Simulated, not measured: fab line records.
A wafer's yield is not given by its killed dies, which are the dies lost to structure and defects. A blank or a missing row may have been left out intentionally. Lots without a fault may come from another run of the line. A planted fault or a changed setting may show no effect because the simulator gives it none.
What tool caused it? :: flow n5-finfet :: 12 lots, 36 wafers sampled, at 2 steps of a route of 1938

== WHAT EACH GAUGE READ, for each wafer ==
N5_BEOL_M13_THK_MEAS_01.
lot: L076
measured: day 10 12:41
on: film-metro-01
M13_ILD_THK (nm): 836 852 850

lot: L077
measured: day 10 19:08
on: film-metro-01
M13_ILD_THK (nm): 841 852 852

lot: L079
measured: day 11 05:02
on: film-metro-02
M13_ILD_THK (nm): 836 835 858

lot: L082
measured: day 11 10:53
on: film-metro-02
M13_ILD_THK (nm): 837 852 857

lot: L083
measured: day 11 15:56
on: film-metro-02
M13_ILD_THK (nm): 843 832 850

lot: L088
measured: day 15 10:35
on: film-metro-02
M13_ILD_THK (nm): 825 820 845

lot: L094
measured: day 16 01:46
on: film-metro-01
M13_ILD_THK (nm): 840 864 873

lot: L085
measured: day 16 07:42
on: film-metro-01
M13_ILD_THK (nm): 836 840 846

lot: L092
measured: day 16 21:30
on: film-metro-02
M13_ILD_THK (nm): 837 840 855

lot: L093
measured: day 17 13:19
on: film-metro-02
M13_ILD_THK (nm): 847 843 859

lot: L096
measured: day 17 14:32
on: film-metro-02
M13_ILD_THK (nm): 829 851 844

lot: L086
measured: day 18 05:02
on: film-metro-01
M13_ILD_THK (nm): 832 839 833

== TOOL THAT RAN EACH LOT (tool first, then ch and the chambers of the sampled wafers, then the start) ==
lot: L076
N5_BEOL_M12_SPUTTER_45: pvd-sputter-03, day 10 11:25

lot: L077
N5_BEOL_M12_SPUTTER_45: pvd-sputter-02, day 10 17:54

lot: L079
N5_BEOL_M12_SPUTTER_45: pvd-sputter-01, day 11 03:51

lot: L082
N5_BEOL_M12_SPUTTER_45: pvd-sputter-03, day 11 09:41

lot: L083
N5_BEOL_M12_SPUTTER_45: pvd-sputter-03, day 11 14:44

lot: L088
N5_BEOL_M12_SPUTTER_45: pvd-sputter-01, day 15 09:23

lot: L094
N5_BEOL_M12_SPUTTER_45: pvd-sputter-01, day 16 00:34

lot: L085
N5_BEOL_M12_SPUTTER_45: pvd-sputter-02, day 16 06:31

lot: L092
N5_BEOL_M12_SPUTTER_45: pvd-sputter-03, day 16 20:13

lot: L093
N5_BEOL_M12_SPUTTER_45: pvd-sputter-03, day 17 12:07

lot: L096
N5_BEOL_M12_SPUTTER_45: pvd-sputter-01, day 17 12:58

lot: L086
N5_BEOL_M12_SPUTTER_45: pvd-sputter-02, day 18 03:50
- N5_BEOL_M12_SPUTTER_45: material Cu, target thk 80 nm, time 13.33 s.

== THE ANSWER, worked out from the rows above alone ==
Rule: usual is defined by the lots themselves. Put in order of their means at a reading, lots are off if they are a third of the lots or fewer, leave a main group of 4 or more, and stand apart from it by a gap of 3 or more times the standard deviation of the main group's means; of several such gaps the widest counts. A main group is skipped when, at the precision printed for the reading in the tables above, its means are all equal. A lot without any number at a reading at which 4 lots or more have one is off too. The other lots that the step has rows for count as sound.
Nothing can be told from this: no lot is off at any reading shown.

== WHAT THE SIMULATOR HAD INSERTED ==
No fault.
